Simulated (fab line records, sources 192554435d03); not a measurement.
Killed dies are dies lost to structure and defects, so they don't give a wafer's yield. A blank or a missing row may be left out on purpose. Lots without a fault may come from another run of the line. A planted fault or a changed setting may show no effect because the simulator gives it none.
Chamber matching | flow n5_finfet | N5_SDB_ALD_29 on ald_sin-02: 4 sister chambers
The step deposits SiNx, target thk 30 nm, pulse time 1 s, ald cycles 600. 4 wafers are shown with their chamber, then 8 later ones without.

WAFERS WITH THEIR CHAMBER
wafer  | chamber | heater_power_w (W)
L084.3 | 2       | 845
L085.3 | 1       | 672
L086.4 | 3       | 871
L087.1 | 0       | 895

WAFERS WITHOUT THEIR CHAMBER
wafer  | heater_power_w (W)
L087.4 | 872
L087.5 | 892
L093.1 | 884
L093.2 | 669
L093.6 | 673
L097.2 | 852
L097.3 | 665
L097.5 | 860

WHICH CHAMBER EACH WENT THROUGH
wafer  | from the rows above     | in truth
L087.4 | 3                       | 3
L087.5 | 0                       | 0
L093.1 | can't be placed: 0 or 3 | 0
L093.2 | 1                       | 1
L093.6 | 1                       | 1
L097.2 | can't be placed: 2 or 3 | 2
L097.3 | 1                       | 1
L097.5 | can't be placed: 3 or 2 | 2
Placed correctly: 5 of 8. Can't be placed from these rows: 3 (the true chamber is among the candidates in 3). Placed wrongly: 0.
How it was worked out, from the rows above alone: a wafer's distance from a chamber is the root of the sum, over the readings, of the square of ((its reading less the chamber's mean) divided by the reading's scatter). The wafer belongs to the nearest chamber; if the next one is less than 2 further off, it can't be placed. A chamber's mean is the mean of its shown wafers. The scatter: with one shown wafer a chamber, the root of the mean of the squares of how far each hidden wafer lies from its nearest shown one.
